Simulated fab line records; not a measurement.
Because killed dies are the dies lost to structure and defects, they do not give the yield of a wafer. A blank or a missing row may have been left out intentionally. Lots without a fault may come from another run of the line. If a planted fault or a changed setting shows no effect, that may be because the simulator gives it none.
The tool behind it: which one? || flow n5 finfet || Sampling: 11 lots, 31 wafers, 5 of 1938 route steps

## WHAT EACH GAUGE READ, for each wafer
N5_BEOL_M4_RC_MEAS_101. Usual: CJ_N 4.38, standard deviation 0.1; DIBL_N 36.6 mV/V, standard deviation 2.3; DIBL_P 36.3 mV/V, standard deviation 2.8; IOFF_N 0.17 nA/um, standard deviation 0.047; IOFF_P 0.22 nA/um, standard deviation 0.048; ION_N 676 uA/um, standard deviation 14; ION_P 463 uA/um, standard deviation 9.4; SS_N 71.6 mV/dec, standard deviation 0.84; SS_P 73.4 mV/dec, standard deviation 0.85; VT_N 249 mV, standard deviation 3.7; VT_P -249 mV, standard deviation 3.6.
{"lot": "L486", "measured": "day 7 23:09", "on": "prober-02", "CJ_N": "4.55 4.39 4.29", "DIBL_N (mV/V)": "35.1 34.6 37.2", "DIBL_P (mV/V)": "32.6 33.7 37.4", "IOFF_N (nA/um)": "0.15 0.13 0.18", "IOFF_P (nA/um)": "0.18 0.18 0.24", "ION_N (uA/um)": "667 679 674", "ION_P (uA/um)": "461 470 467", "SS_N (mV/dec)": "72.0 70.9 71.3", "SS_P (mV/dec)": "73.0 71.8 73.8", "VT_N (mV)": "249 253 248", "VT_P (mV)": "-249 -249 -248", "flag": ""}
{"lot": "L488", "measured": "day 8 04:20", "on": "prober-02", "CJ_N": "4.28 4.24 4.28", "DIBL_N (mV/V)": "39.8 37.6 38.7", "DIBL_P (mV/V)": "40.1 37.1 38.1", "IOFF_N (nA/um)": "0.27 0.19 0.21", "IOFF_P (nA/um)": "0.34 0.26 0.27", "ION_N (uA/um)": "711 672 676", "ION_P (uA/um)": "485 471 470", "SS_N (mV/dec)": "72.3 71.8 71.5", "SS_P (mV/dec)": "74.3 73.2 73.4", "VT_N (mV)": "239 248 245", "VT_P (mV)": "-244 -245 -247", "flag": ""}
{"lot": "L490", "measured": "day 8 20:05", "on": "prober-02", "CJ_N": "4.25 4.29 4.50", "DIBL_N (mV/V)": "36.2 36.8 40.1", "DIBL_P (mV/V)": "36.8 38.0 39.1", "IOFF_N (nA/um)": "0.14 0.16 0.21", "IOFF_P (nA/um)": "0.19 0.21 0.23", "ION_N (uA/um)": "661 674 681", "ION_P (uA/um)": "457 462 452", "SS_N (mV/dec)": "70.4 71.6 71.8", "SS_P (mV/dec)": "74.2 73.8 74.6", "VT_N (mV)": "252 249 246", "VT_P (mV)": "-254 -251 -253", "flag": ""}
{"lot": "L491", "measured": "day 9 04:26", "on": "prober-02", "CJ_N": "4.33 4.30 4.28", "DIBL_N (mV/V)": "36.7 36.6 37.7", "DIBL_P (mV/V)": "35.6 36.1 37.9", "IOFF_N (nA/um)": "0.17 0.17 0.21", "IOFF_P (nA/um)": "0.20 0.21 0.23", "ION_N (uA/um)": "669 667 677", "ION_P (uA/um)": "450 458 460", "SS_N (mV/dec)": "71.4 71.7 72.2", "SS_P (mV/dec)": "73.6 72.8 74.1", "VT_N (mV)": "249 250 247", "VT_P (mV)": "-253 -249 -251", "flag": ""}
{"lot": "L492", "measured": "day 9 12:21", "on": "prober-02", "CJ_N": "4.53 4.45 4.35", "DIBL_N (mV/V)": "34.6 39.8 39.2", "DIBL_P (mV/V)": "32.4 40.0 39.3", "IOFF_N (nA/um)": "0.12 0.20 0.18", "IOFF_P (nA/um)": "0.14 0.24 0.23", "ION_N (uA/um)": "672 696 694", "ION_P (uA/um)": "458 465 469", "SS_N (mV/dec)": "71.3 72.4 72.4", "SS_P (mV/dec)": "72.5 74.5 74.1", "VT_N (mV)": "255 250 248", "VT_P (mV)": "-256 -250 -251", "flag": ""}
{"lot": "L494", "measured": "day 9 22:33", "on": "prober-02", "CJ_N": "4.36 4.39", "DIBL_N (mV/V)": "39.4 40.5", "DIBL_P (mV/V)": "39.4 39.7", "IOFF_N (nA/um)": "0.21 0.26", "IOFF_P (nA/um)": "0.22 0.24", "ION_N (uA/um)": "690 688", "ION_P (uA/um)": "463 460", "SS_N (mV/dec)": "72.2 72.3", "SS_P (mV/dec)": "74.4 74.2", "VT_N (mV)": "246 244", "VT_P (mV)": "-253 -250", "flag": ""}
{"lot": "L499", "measured": "day 11 03:41", "on": "prober-01", "CJ_N": "4.68 4.43 4.52", "DIBL_N (mV/V)": "34.7 38.1 40.1", "DIBL_P (mV/V)": "34.6 37.2 40.0", "IOFF_N (nA/um)": "0.12 0.17 0.22", "IOFF_P (nA/um)": "0.19 0.21 0.27", "ION_N (uA/um)": "650 655 697", "ION_P (uA/um)": "454 447 473", "SS_N (mV/dec)": "70.8 72.1 72.7", "SS_P (mV/dec)": "73.1 73.7 74.5", "VT_N (mV)": "254 251 247", "VT_P (mV)": "-252 -252 -248", "flag": ""}
{"lot": "L503", "measured": "day 12 01:37", "on": "prober-02", "CJ_N": "4.24 4.46", "DIBL_N (mV/V)": "39.0 37.3", "DIBL_P (mV/V)": "40.8 36.9", "IOFF_N (nA/um)": "0.24 0.20", "IOFF_P (nA/um)": "0.32 0.24", "ION_N (uA/um)": "689 683", "ION_P (uA/um)": "475 471", "SS_N (mV/dec)": "72.3 72.7", "SS_P (mV/dec)": "74.6 74.1", "VT_N (mV)": "241 247", "VT_P (mV)": "-241 -248", "flag": ""}
{"lot": "L504", "measured": "day 12 09:35", "on": "prober-01", "CJ_N": "4.47 4.20 4.30", "DIBL_N (mV/V)": "35.1 33.5 36.1", "DIBL_P (mV/V)": "35.4 33.8 36.4", "IOFF_N (nA/um)": "0.14 0.12 0.16", "IOFF_P (nA/um)": "0.19 0.17 0.22", "ION_N (uA/um)": "683 658 679", "ION_P (uA/um)": "471 456 466", "SS_N (mV/dec)": "70.4 70.8 71.5", "SS_P (mV/dec)": "72.8 71.8 73.1", "VT_N (mV)": "249 251 250", "VT_P (mV)": "-252 -252 -250", "flag": ""}
{"lot": "L505", "measured": "day 12 23:11", "on": "prober-01", "CJ_N": "4.39 4.51 4.34", "DIBL_N (mV/V)": "36.6 34.8 35.4", "DIBL_P (mV/V)": "38.3 35.2 37.6", "IOFF_N (nA/um)": "0.16 0.13 0.15", "IOFF_P (nA/um)": "0.25 0.19 0.23", "ION_N (uA/um)": "679 661 681", "ION_P (uA/um)": "473 459 470", "SS_N (mV/dec)": "73.0 71.9 71.8", "SS_P (mV/dec)": "73.3 73.0 74.2", "VT_N (mV)": "248 253 251", "VT_P (mV)": "-247 -253 -247", "flag": ""}
{"lot": "L507", "measured": "day 13 03:17", "on": "prober-02", "CJ_N": "4.39 4.55 4.54", "DIBL_N (mV/V)": "36.4 34.7 36.7", "DIBL_P (mV/V)": "35.4 33.0 35.2", "IOFF_N (nA/um)": "0.16 0.13 0.16", "IOFF_P (nA/um)": "0.19 0.17 0.20", "ION_N (uA/um)": "668 688 681", "ION_P (uA/um)": "458 471 469", "SS_N (mV/dec)": "71.6 71.2 71.7", "SS_P (mV/dec)": "72.9 72.6 73.6", "VT_N (mV)": "250 250 252", "VT_P (mV)": "-252 -251 -248", "flag": ""}

## WHICH TOOL RAN EACH LOT (tool, then ch and the chambers of the sampled wafers, then the start)
{"lot": "L486", "N5_WELL_APT_EPI_41": "epi rpcvd-01 ch 0, day 1 16:43", "N5_BEOL_M4_SPUTTER_92": "pvd sputter-01, day 7 21:37", "N5_BEOL_M4_ANNEAL_95": "pvd sputter-01, day 7 21:55", "N5_BEOL_M4_DEP_57": "pecvd-03 ch 0,1,2, day 7 23:02"}
{"lot": "L488", "N5_WELL_APT_EPI_41": "epi rpcvd-01 ch 0, day 2 04:17", "N5_BEOL_M4_SPUTTER_92": "pvd sputter-03, day 8 02:47", "N5_BEOL_M4_ANNEAL_95": "pvd sputter-03, day 8 03:05", "N5_BEOL_M4_DEP_57": "pecvd-02 ch 0,2, day 8 04:13"}
{"lot": "L490", "N5_WELL_APT_EPI_41": "epi rpcvd-04 ch 0, day 2 16:37", "N5_BEOL_M4_SPUTTER_92": "pvd sputter-02, day 8 18:33", "N5_BEOL_M4_ANNEAL_95": "pvd sputter-02, day 8 18:51", "N5_BEOL_M4_DEP_57": "pecvd-02 ch 0,1, day 8 19:58"}
{"lot": "L491", "N5_WELL_APT_EPI_41": "epi rpcvd-01 ch 0, day 2 22:24", "N5_BEOL_M4_SPUTTER_92": "pvd sputter-01, day 9 02:40", "N5_BEOL_M4_ANNEAL_95": "pvd sputter-01, day 9 02:58", "N5_BEOL_M4_DEP_57": "pecvd-03 ch 0,1, day 9 04:10"}
{"lot": "L492", "N5_WELL_APT_EPI_41": "epi rpcvd-01 ch 0, day 3 04:25", "N5_BEOL_M4_SPUTTER_92": "pvd sputter-02, day 9 10:43", "N5_BEOL_M4_ANNEAL_95": "pvd sputter-02, day 9 11:01", "N5_BEOL_M4_DEP_57": "pecvd-02 ch 0,1, day 9 12:13"}
{"lot": "L494", "N5_WELL_APT_EPI_41": "epi rpcvd-01 ch 0, day 3 16:03", "N5_BEOL_M4_SPUTTER_92": "pvd sputter-03, day 9 21:01", "N5_BEOL_M4_ANNEAL_95": "pvd sputter-03, day 9 21:19", "N5_BEOL_M4_DEP_57": "pecvd-04 ch 1,2, day 9 22:26"}
{"lot": "L499", "N5_WELL_APT_EPI_41": "epi rpcvd-01 ch 0, day 4 22:37", "N5_BEOL_M4_SPUTTER_92": "pvd sputter-02, day 11 01:55", "N5_BEOL_M4_ANNEAL_95": "pvd sputter-02, day 11 02:13", "N5_BEOL_M4_DEP_57": "pecvd-03 ch 0,1, day 11 03:24"}
{"lot": "L503", "N5_WELL_APT_EPI_41": "epi rpcvd-04 ch 0, day 5 22:20", "N5_BEOL_M4_SPUTTER_92": "pvd sputter-01, day 12 00:05", "N5_BEOL_M4_ANNEAL_95": "pvd sputter-01, day 12 00:23", "N5_BEOL_M4_DEP_57": "pecvd-02 ch 2, day 12 01:30"}
{"lot": "L504", "N5_WELL_APT_EPI_41": "epi rpcvd-02 ch 0, day 6 03:49", "N5_BEOL_M4_SPUTTER_92": "pvd sputter-01, day 12 08:02", "N5_BEOL_M4_ANNEAL_95": "pvd sputter-01, day 12 08:20", "N5_BEOL_M4_DEP_57": "pecvd-04 ch 0,1,2, day 12 09:28"}
{"lot": "L505", "N5_WELL_APT_EPI_41": "epi rpcvd-04 ch 0, day 6 10:06", "N5_BEOL_M4_SPUTTER_92": "pvd sputter-02, day 12 21:29", "N5_BEOL_M4_ANNEAL_95": "pvd sputter-02, day 12 21:47", "N5_BEOL_M4_DEP_57": "pecvd-02 ch 0,1, day 12 22:55"}
{"lot": "L507", "N5_WELL_APT_EPI_41": "epi rpcvd-04 ch 0, day 6 22:38", "N5_BEOL_M4_SPUTTER_92": "pvd sputter-02, day 13 01:25", "N5_BEOL_M4_ANNEAL_95": "pvd sputter-02, day 13 01:43", "N5_BEOL_M4_DEP_57": "pecvd-03 ch 0,1, day 13 02:51"}
- N5_WELL_APT_EPI_41: deposits Si from SiH4/H2, target thk 50 nm, time 297.7 s.
- N5_BEOL_M4_SPUTTER_92: material Cu, target thk 4.5 nm, time 8.29 s.
- N5_BEOL_M4_ANNEAL_95: time 240 s.
- N5_BEOL_M4_DEP_57: deposits SiCN from 3MS/NH3, target thk 8 nm, time 14 s.

## AS READ BY THE TOOLS THEMSELVES (means over the sampled wafers that have a number; for cases with no such wafer, the mark the record gives instead)
N5_WELL_APT_EPI_41. Usual: susceptor_temp_C_max 651.4, standard deviation 0.43; throttle valve pct 11.5 %, standard deviation 0.32.
{"lot": "L486", "tool": "epi rpcvd-01", "susceptor_temp_C_max": 651.1, "throttle valve pct (%)": 12.0, "flag": ""}
{"lot": "L488", "tool": "epi rpcvd-01", "susceptor_temp_C_max": 651.2, "throttle valve pct (%)": 11.9, "flag": ""}
{"lot": "L490", "tool": "epi rpcvd-04", "susceptor_temp_C_max": 652.0, "throttle valve pct (%)": 11.2, "flag": ""}
{"lot": "L491", "tool": "epi rpcvd-01", "susceptor_temp_C_max": 651.6, "throttle valve pct (%)": 11.8, "flag": ""}
{"lot": "L492", "tool": "epi rpcvd-01", "susceptor_temp_C_max": 651.2, "throttle valve pct (%)": 11.7, "flag": ""}
{"lot": "L494", "tool": "epi rpcvd-01", "susceptor_temp_C_max": 651.7, "throttle valve pct (%)": 11.9, "flag": ""}
{"lot": "L499", "tool": "epi rpcvd-01", "susceptor_temp_C_max": 651.4, "throttle valve pct (%)": 11.7, "flag": ""}
{"lot": "L503", "tool": "epi rpcvd-04", "susceptor_temp_C_max": 651.8, "throttle valve pct (%)": 11.2, "flag": ""}
{"lot": "L504", "tool": "epi rpcvd-02", "susceptor_temp_C_max": 651.0, "throttle valve pct (%)": 11.6, "flag": ""}
{"lot": "L505", "tool": "epi rpcvd-04", "susceptor_temp_C_max": 651.6, "throttle valve pct (%)": 11.2, "flag": ""}
{"lot": "L507", "tool": "epi rpcvd-04", "susceptor_temp_C_max": 651.0, "throttle valve pct (%)": 11.3, "flag": ""}

N5_BEOL_M4_SPUTTER_92. Usual: throttle valve pct reads 30.2 % (standard deviation 0.96).
{"lot": "L486", "tool": "pvd sputter-01", "throttle valve pct (%)": 29.5, "flag": ""}
{"lot": "L488", "tool": "pvd sputter-03", "throttle valve pct (%)": 30.7, "flag": ""}
{"lot": "L490", "tool": "pvd sputter-02", "throttle valve pct (%)": 30.4, "flag": ""}
{"lot": "L491", "tool": "pvd sputter-01", "throttle valve pct (%)": 30.0, "flag": ""}
{"lot": "L492", "tool": "pvd sputter-02", "throttle valve pct (%)": 30.7, "flag": ""}
{"lot": "L494", "tool": "pvd sputter-03", "throttle valve pct (%)": 30.0, "flag": ""}
{"lot": "L499", "tool": "pvd sputter-02", "throttle valve pct (%)": 29.7, "flag": ""}
{"lot": "L503", "tool": "pvd sputter-01", "throttle valve pct (%)": 30.1, "flag": ""}
{"lot": "L504", "tool": "pvd sputter-01", "throttle valve pct (%)": 29.4, "flag": ""}
{"lot": "L505", "tool": "pvd sputter-02", "throttle valve pct (%)": 30.4, "flag": ""}
{"lot": "L507", "tool": "pvd sputter-02", "throttle valve pct (%)": 30.5, "flag": ""}

N5_BEOL_M4_ANNEAL_95. Usual: heater power w 818 W, standard deviation 82; susceptor_temp_C_max 401.0, standard deviation 0.35.
{"lot": "L486", "tool": "pvd sputter-01", "heater power w (W)": 850, "susceptor_temp_C_max": 401.0, "flag": ""}
{"lot": "L488", "tool": "pvd sputter-03", "heater power w (W)": 847, "susceptor_temp_C_max": 400.6, "flag": ""}
{"lot": "L490", "tool": "pvd sputter-02", "heater power w (W)": 770, "susceptor_temp_C_max": 401.0, "flag": ""}
{"lot": "L491", "tool": "pvd sputter-01", "heater power w (W)": 743, "susceptor_temp_C_max": 401.0, "flag": ""}
{"lot": "L492", "tool": "pvd sputter-02", "heater power w (W)": 777, "susceptor_temp_C_max": 400.6, "flag": ""}
{"lot": "L494", "tool": "pvd sputter-03", "heater power w (W)": 856, "susceptor_temp_C_max": 401.0, "flag": ""}
{"lot": "L499", "tool": "pvd sputter-02", "heater power w (W)": 821, "susceptor_temp_C_max": 401.5, "flag": ""}
{"lot": "L503", "tool": "pvd sputter-01", "heater power w (W)": 797, "susceptor_temp_C_max": 401.0, "flag": ""}
{"lot": "L504", "tool": "pvd sputter-01", "heater power w (W)": 819, "susceptor_temp_C_max": 401.2, "flag": ""}
{"lot": "L505", "tool": "pvd sputter-02", "heater power w (W)": 729, "susceptor_temp_C_max": 400.9, "flag": ""}
{"lot": "L507", "tool": "pvd sputter-02", "heater power w (W)": 780, "susceptor_temp_C_max": 401.0, "flag": ""}

N5_BEOL_M4_DEP_57. Usual: showerhead plenum p Torr 3.661 Torr, standard deviation 0.012; throttle valve pct 9.4 %, standard deviation 0.61.
{"lot": "L486", "tool": "pecvd-03", "showerhead plenum p Torr (Torr)": 3.650, "throttle valve pct (%)": 9.4, "flag": ""}
{"lot": "L488", "tool": "pecvd-02", "showerhead plenum p Torr (Torr)": 3.678, "throttle valve pct (%)": 9.5, "flag": ""}
{"lot": "L490", "tool": "pecvd-02", "showerhead plenum p Torr (Torr)": 3.664, "throttle valve pct (%)": 9.3, "flag": ""}
{"lot": "L491", "tool": "pecvd-03", "showerhead plenum p Torr (Torr)": 3.655, "throttle valve pct (%)": 9.9, "flag": ""}
{"lot": "L492", "tool": "pecvd-02", "showerhead plenum p Torr (Torr)": 3.666, "throttle valve pct (%)": 9.4, "flag": ""}
{"lot": "L494", "tool": "pecvd-04", "showerhead plenum p Torr (Torr)": 3.654, "throttle valve pct (%)": 9.2, "flag": ""}
{"lot": "L499", "tool": "pecvd-03", "showerhead plenum p Torr (Torr)": 3.659, "throttle valve pct (%)": 9.7, "flag": ""}
{"lot": "L503", "tool": "pecvd-02", "showerhead plenum p Torr (Torr)": 3.686, "throttle valve pct (%)": 8.2, "flag": ""}
{"lot": "L504", "tool": "pecvd-04", "showerhead plenum p Torr (Torr)": 3.658, "throttle valve pct (%)": 9.4, "flag": ""}
{"lot": "L505", "tool": "pecvd-02", "showerhead plenum p Torr (Torr)": 3.666, "throttle valve pct (%)": 9.4, "flag": ""}
{"lot": "L507", "tool": "pecvd-03", "showerhead plenum p Torr (Torr)": 3.656, "throttle valve pct (%)": 10.0, "flag": ""}

## THE ANSWER, worked out from the rows above alone
Rule: take the mean of a lot's wafers that have a number; if it is more than 3 standard deviations from the usual mean, the lot is off. Also off: a lot with no number at a reading for which 4 or more lots have one. All remaining lots with rows at the step are treated as sound. The gauges are gone through in route order, then the tools' own readings, and for those a lot's mean is taken as printed above. The first step at which some lot is off is used, and at that step the reading that is off furthest; a lot without a number counts as furthest.
No lot is off on any of the readings shown, so nothing can be concluded from this.

## WHAT THE SIMULATOR PUT IN
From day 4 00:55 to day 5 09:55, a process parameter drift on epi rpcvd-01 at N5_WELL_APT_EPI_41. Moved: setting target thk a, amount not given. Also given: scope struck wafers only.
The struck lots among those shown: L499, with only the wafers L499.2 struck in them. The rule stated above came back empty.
